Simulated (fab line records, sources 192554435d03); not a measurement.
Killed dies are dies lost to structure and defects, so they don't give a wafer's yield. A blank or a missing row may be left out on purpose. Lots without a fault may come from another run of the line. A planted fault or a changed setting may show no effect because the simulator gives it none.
fab line records | flow n5_finfet
record lots=4 wafers=12 last_day=17
route steps=1938 shown BEOL_M3@947 BEOL_M4@1111
lots that met no fault: from a run of the same line without faults
start_h: hours from the record's first day to the start of the lot's first wafer shown | wait_h: hours since the lot's step before | " the same as in the row above | L1.1+2: a row that stands for several wafers | - no value, or no start given | * or withheld: withheld | < > ~ a bound
route shown NAME@n: a module of which the file shows steps, and the number in the route of the first | usual: mean/standard deviation of fault-free wafers | same: alike in all rows | chamber/n: place in a boat | sites: the reading at each site | _std_site: their standard deviation | _edge_site: outer sites' mean less inner sites' | radius_mm: how far each site lies from the wafer's centre | mask NAME#n: copy n | behind: the tool/chamber that last shaped the wafer | hold: why the lot was held/for how many hours/how that ended | device: the transistor (n, p or np) that didn't switch | end of line: the same wafers' tests at the end of the route | a step without rows: its recipe alone | killed: dies lost to structure and defects at the first sort, not the wafer's yield | map: a wafer's dies, x killed, . not, _ none there
set.NAME: the setting as run; set.NAME@STEP: as run at that earlier step | model.NAME: the simulator's own value behind a step, which no gauge read
lots at some steps of the route; a table a step, a row a wafer
services: from which hour (start_h, from the record's first day; less than 0 if before it) a tool's chamber was out of use, for how many hours, and why
## steps
# step N5_BEOL_M3_DESCUM_16
# recipe chemistry=O2 time_s=7 source_power_w=50 bias_power_w=20 pressure_mtorr=20 rf_frequency_hz=2.712e+07 temp_c=40 resist=CAR-EUV o2_flow_sccm=225
# step N5_BEOL_M3_ETCH_74
# recipe chemistry=N2/H2 target=underlayer target_depth_a=65 mask_material=CAR-EUV time_s=5.2 ion_energy_ev=200 pressure_mtorr=30 source_w=840 bias_w=150 n2_flow_sccm=200 h2_flow_sccm=200 ends=cleared
# step N5_BEOL_M3_ETCH_63
# recipe chemistry=CF4 target=SiARC target_depth_a=156 mask_material=CAR-EUV time_s=26 ion_energy_ev=80 pressure_mtorr=40 source_w=545 bias_w=36 Ar_flow_sccm=100 cf4_flow_sccm=100 ends=cleared
# step N5_BEOL_M3_ETCH_64
# recipe chemistry=N2/H2 target=SOC target_depth_a=750 overetch_a=150 mask_material=SiARC temp_c=40 time_s=112.5 ion_energy_ev=200 pressure_mtorr=30 source_w=840 bias_w=150 n2_flow_sccm=200 h2_flow_sccm=200
# step N5_BEOL_M3_STRIP_65
# recipe chemistry=N2/H2 temp_c=40 n2_flow_sccm=200 h2_flow_sccm=200 rf_frequency_hz=6e+07
# step N5_BEOL_M3_STRIP_75
# recipe chemistry=N2/H2 temp_c=40 n2_flow_sccm=200 h2_flow_sccm=200 rf_frequency_hz=6e+07
# step N5_BEOL_M3_STRIP_66
# recipe chemistry=CF4 resist=SiARC power_w=300 bias_power_w=75 pressure_mtorr=50 cf4_flow_sccm=150 rf_frequency_hz=6e+07
# step N5_BEOL_M3_HM_OPEN_17
# recipe chemistry=Cl2/BCl3 target_depth_a=200 overetch_a=60 target=TiN mask_material=SOC ion_energy_ev=150 pressure_mtorr=10 icp_w=1000 bias_w=126 Cl2_flow_sccm=53.25 bcl3_flow_sccm=21.75 Ar_flow_sccm=25
# step N5_BEOL_M3_STRIP_19
# recipe chemistry=O2 power_w=400 temp_c=40 pressure_mtorr=30 rf_frequency_hz=6e+07 bias_power_w=0 overash_fraction=0.2 o2_flow_sccm=225
# step N5_BEOL_M3_COAT_67
# recipe resist=SOC temp_c=250 time_s=60 spin_rpm=1500 resist_thk_nm=60
# step N5_BEOL_M3_COAT_68
# recipe resist=SiARC temp_c=220 time_s=60 spin_rpm=1500 resist_thk_nm=12
# usual spin_speed_rpm=1499.9/0.96
# columns lot.wafer tool chamber start_h wait_h spin_speed_rpm model.SiARC_of_BEOL_M3_COAT_68.thk_nm
L131.1 litho_track-03 0 169.33 - 1498.1 12
L131.2 " 0 " " 1499.8 12
L131.5 " 0 " " 1498.4 12
L149.4 litho_track-03 0 271.23 - 1367.6 12.6
L149.5 " 0 " " 1367.7 12.6
L149.6 " 0 " " 1368.8 12.6
L150.1 litho_track-03 0 272.14 - 1367.5 12.6
L150.2 " 0 " " 1368.0 12.6
L150.3 " 0 " " 1366.5 12.6
L151.1 litho_track-05 0 274.66 - 1499.3 12
L151.3 " 0 " " 1499.7 12
L151.6 " 0 " " 1500.8 12
# step N5_BEOL_M3_COAT_76
# recipe resist=underlayer temp_c=205 time_s=60 spin_rpm=1500 resist_thk_nm=5
# step N5_BEOL_M3_COAT_22
# recipe resist=CAR-EUV spin_rpm=1500 resist_thk_nm=30
# step N5_BEOL_M3_EBR_24
# recipe solvent=PGMEA ebr_width_mm=1.5
# step N5_BEOL_M3_SOFTBAKE_23
# recipe temp_c=110 time_s=60 resist=CAR-EUV
# step N5_BEOL_M3_EXPOSE_25
# recipe mask_id=V2 na=0.33 source_shape=quasar sigma_inner=0.2 sigma_outer=0.8 polarization=unpolarized defocus_nm=5 dose_mj=63
# step N5_BEOL_M3_PEB_26
# recipe peb_temp_c=100 peb_time_s=60 resist=CAR-EUV
# step N5_BEOL_M3_DEVELOP_27
# recipe develop_time_s=30 developer=TMAH resist=CAR-EUV rinse_liquid=surfactant_rinse dry=air_spin dev_temp_c=23
# step N5_BEOL_M3_DESCUM_33
# recipe chemistry=O2 time_s=7 source_power_w=50 bias_power_w=20 pressure_mtorr=20 rf_frequency_hz=2.712e+07 temp_c=40 resist=CAR-EUV o2_flow_sccm=225
# step N5_BEOL_M3_ETCH_77
# recipe chemistry=N2/H2 target=underlayer target_depth_a=65 mask_material=CAR-EUV time_s=5.2 ion_energy_ev=200 pressure_mtorr=30 source_w=840 bias_w=150 n2_flow_sccm=200 h2_flow_sccm=200 ends=cleared
# step N5_BEOL_M3_ETCH_69
# recipe chemistry=CF4 target=SiARC target_depth_a=156 mask_material=CAR-EUV time_s=26 ion_energy_ev=80 pressure_mtorr=40 source_w=545 bias_w=36 Ar_flow_sccm=100 cf4_flow_sccm=100 ends=cleared
# usual drypump_motor_current_A=5.7/0.38 etch_rf_on_time_s=25.9/0.49 oes_product_au=0.66/0.059 rf_fwd_power_W=532.2/2.3 rf_vpp_V=184.1/1.3 showerhead_plenum_p_Torr=2.15/0.081 throttle_valve_pct=15.54/0.28
# columns lot.wafer tool chamber start_h wait_h drypump_motor_current_A etch_rf_on_time_s oes_product_au rf_fwd_power_W rf_hours_counter_h rf_vpp_V showerhead_plenum_p_Torr throttle_valve_pct model.etch.depth_nm
L131.1 rie_diel-03 2 169.91 0.0 5.2 26.0 0.64 531.2 163 182.9 2.05 15.27 12
L131.2 " 0 " " 5.2 25.9 0.71 529.1 63 185.0 2.27 15.23 11.98
L131.5 " 1 " " 6.0 26.6 0.69 532.6 - 186.7 2.26 15.21 11.95
L149.4 rie_diel-03 0 271.81 0.0 5.2 27.3 0.69 532.2 87 185.0 2.26 15.28 12.6
L149.5 " 1 " " 6.0 28.1 0.65 530.2 - 186.6 2.25 15.26 12.59
L149.6 " 0 " " 5.3 27.3 0.68 533.5 - 185.8 2.26 15.26 12.59
L150.1 rie_diel-01 0 272.59 0.0 5.2 27.8 0.60 535.5 202 184.5 2.20 15.73 12.56
L150.2 " 3 " " 6.2 27.4 0.73 531.5 74 182.4 2.09 15.42 12.59
L150.3 " 2 " " 6.1 26.2 0.59 534.0 246 181.5 2.03 15.85 12.58
L151.1 rie_diel-06 1 275.86 0.0 5.9 25.5 0.72 532.5 68 183.1 2.16 15.15 11.99
L151.3 " 3 " " 5.3 25.6 0.69 530.2 92 185.0 2.26 15.70 12.01
L151.6 " 1 " " 5.9 25.8 0.71 532.6 - 182.9 2.16 15.13 12.01
# step N5_BEOL_M3_ALD_98
# recipe material=SiO2 target_thk_a=25 temp_c=100 ald_precursor_family=BDEAS ald_co_reactant=O2-plasma pulse_time_s=1 co_reactant_pulse_time_s=1 purge_time_s=2 co_reactant_purge_time_s=2 ald_cycles=17 pressure_torr=2
# step N5_BEOL_M3_ETCHBACK_99
# recipe chemistry=CHF3 target=SiO2 target_depth_a=50 time_s=10.4 source_w=215 bias_w=47 Ar_flow_sccm=200 CHF3_flow_sccm=12 ion_energy_ev=100 pressure_mtorr=30
# step N5_BEOL_M3_ETCH_70
# recipe chemistry=N2/H2 target=SOC target_depth_a=800 overetch_a=160 mask_material=SiARC temp_c=40 time_s=120 ion_energy_ev=200 pressure_mtorr=30 source_w=840 bias_w=150 n2_flow_sccm=200 h2_flow_sccm=200
# usual drypump_motor_current_A=5.7/0.4 h2_flow_sccm=200.0/0.6 n2_flow_sccm=200.0/0.59 oes_product_au=0.59/0.059 rf_fwd_power_W=836/3.2 rf_vpp_V=523.8/2.9 showerhead_plenum_p_Torr=2.54/0.1 throttle_valve_pct=17.76/0.3
# columns lot.wafer tool chamber start_h wait_h drypump_motor_current_A h2_flow_sccm n2_flow_sccm oes_product_au rf_fwd_power_W rf_hours_counter_h rf_vpp_V showerhead_plenum_p_Torr throttle_valve_pct model.SiARC_of_BEOL_M3_COAT_68.thk_nm
L131.1 rie_diel-01 2 180.38 0.0 6.1 200.9 200.5 0.54 838 218 519.8 2.40 17.88 6.2
L131.2 " 1 " " 5.8 199.8 198.6 0.55 835 194 521.3 2.52 17.60 6.2
L131.5 " 3 " " 6.2 198.9 200.4 0.68 839 - 523.2 2.48 17.48 6.2
L149.4 rie_diel-06 3 272.95 0.0 5.3 201.5 200.7 0.62 836 91 526.9 2.66 17.77 7
L149.5 " 0 " " 5.8 200.5 200.5 0.67 830 - 521.8 2.46 17.66 7.2
L149.6 " 1 " " 5.9 200.9 200.7 0.64 830 - 526.0 2.57 17.29 7
L150.1 rie_diel-01 0 273.42 0.0 5.2 200.3 199.8 0.54 837 202 526.5 2.63 18.02 7.2
L150.2 " 2 " " 6.1 200.5 199.7 0.53 838 246 520.2 2.39 17.95 6.8
L150.3 " 3 " " 6.2 199.5 199.6 0.66 838 74 521.4 2.47 17.52 6.8
L151.1 rie_diel-01 0 277.07 0.0 5.2 199.6 200.1 0.54 838 205 525.2 2.63 18.05 6.8
L151.3 " 2 " " 6.1 199.7 200.2 0.52 836 - 520.0 2.39 17.93 6.4
L151.6 " 2 " " 6.1 201.1 200.2 0.52 831 - 518.8 2.39 17.95 6.2
# step N5_BEOL_M3_STRIP_71
# recipe chemistry=N2/H2 temp_c=40 n2_flow_sccm=200 h2_flow_sccm=200 rf_frequency_hz=6e+07
# step N5_BEOL_M4_RC_MEAS_101
# usual DIBL_N=36.9/1.7 DIBL_P=36.7/2.1 IOFF_N=0.17/0.032 IOFF_P=0.22/0.036 ION_N=674/12 ION_P=461/7 SS_N=71.7/0.6 SS_P=73.4/0.67 VT_N=249/3.1 VT_P=-250/3.2
# columns lot.wafer tool chamber start_h wait_h DIBL_N[mV/V] DIBL_P[mV/V] IOFF_N[nA/um] IOFF_P[nA/um] ION_N[uA/um] ION_P[uA/um] SS_N[mV/dec] SS_P[mV/dec] VT_N[mV] VT_P[mV]
L131.1 prober-02 0 192.00 0.0 38.1 38.8 0.19 0.24 673 457 72.0 73.6 246 -249
L131.2 " 0 " " 36.9 36.1 0.16 0.19 673 454 71.5 73.8 251 -251
L131.5 " 0 " " 39.1 38.6 0.21 0.24 684 464 71.9 73.2 246 -247
L149.4 prober-01 0 286.39 0.5 35.7 35.6 0.16 0.24 680 468 71.9 72.9 247 -246
L149.5 " 0 " " 33.9 33.3 0.12 0.19 660 460 71.3 72.2 254 -249
L149.6 " 0 " " 37.7 38.0 0.19 0.28 698 472 72.2 73.4 245 -242
L150.1 prober-01 0 288.99 0.0 38.3 39.8 0.19 0.26 674 471 72.0 74.2 247 -246
L150.2 " 0 " " 36.0 36.7 0.15 0.20 672 459 71.0 73.8 252 -249
L150.3 " 0 " " 37.9 38.9 0.20 0.24 683 460 72.2 73.7 248 -250
L151.1 prober-02 0 293.04 0.0 33.9 32.4 0.11 0.16 653 450 71.3 72.7 255 -253
L151.3 " 0 " " 34.6 33.8 0.13 0.19 654 453 72.4 73.2 253 -251
L151.6 " 0 " " 34.1 33.3 0.13 0.17 659 451 70.8 72.8 255 -250
## services
# columns tool chamber start_h hours kind
rie_diel-06 0 191.26 3.2 repair
rie_diel-03 0 195.40 6.6 repair
rie_diel-06 1 206.40 12.2 repair
rie_diel-06 - 215.37 0.3 repair
rie_diel-03 3 218.34 1.6 repair
rie_diel-03 - 218.39 7.2 repair
rie_diel-03 3 231.56 - clean
rie_diel-03 3 231.56 - consumable_replace:focus_ring
rie_diel-03 3 231.56 15.0 scheduled_down
rie_diel-03 3 231.56 15.0 vent_cycle
rie_diel-06 3 248.87 4.0 repair
rie_diel-01 1 271.31 18.5 repair
## key
first_sign step=N5_BEOL_M3_COAT_68 reading=spin_speed_rpm direction=down sigmas=99+ usual=* struck=*
effect step=N5_BEOL_M3_ETCH_69 reading=etch_rf_on_time_s direction=up sigmas=2.9 usual=* struck=*
model_effect step=N5_BEOL_M3_COAT_68 value=SiARC_of_BEOL_M3_COAT_68.thk_nm without=12 struck=12.6
model_effect step=N5_BEOL_M3_ETCH_69 value=etch.depth_nm without=12.02 struck=12.58
model_effect step=N5_BEOL_M3_ETCH_70 value=SiARC_of_BEOL_M3_COAT_68.thk_nm without=6.467 struck=7
met_at N5_BEOL_M3_COAT_68
struck_wafers L149.4,L149.5,L149.6,L150.1,L150.2,L150.3
onset_between 169.33 271.23
fault kind=process_parameter_drift tool=litho_track-03 chamber=- onset_h=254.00 steps=N5_BEOL_M3_COAT_68 channel=spin_rpm offset=* shape=step end_h=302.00 acts_in=* stated=*
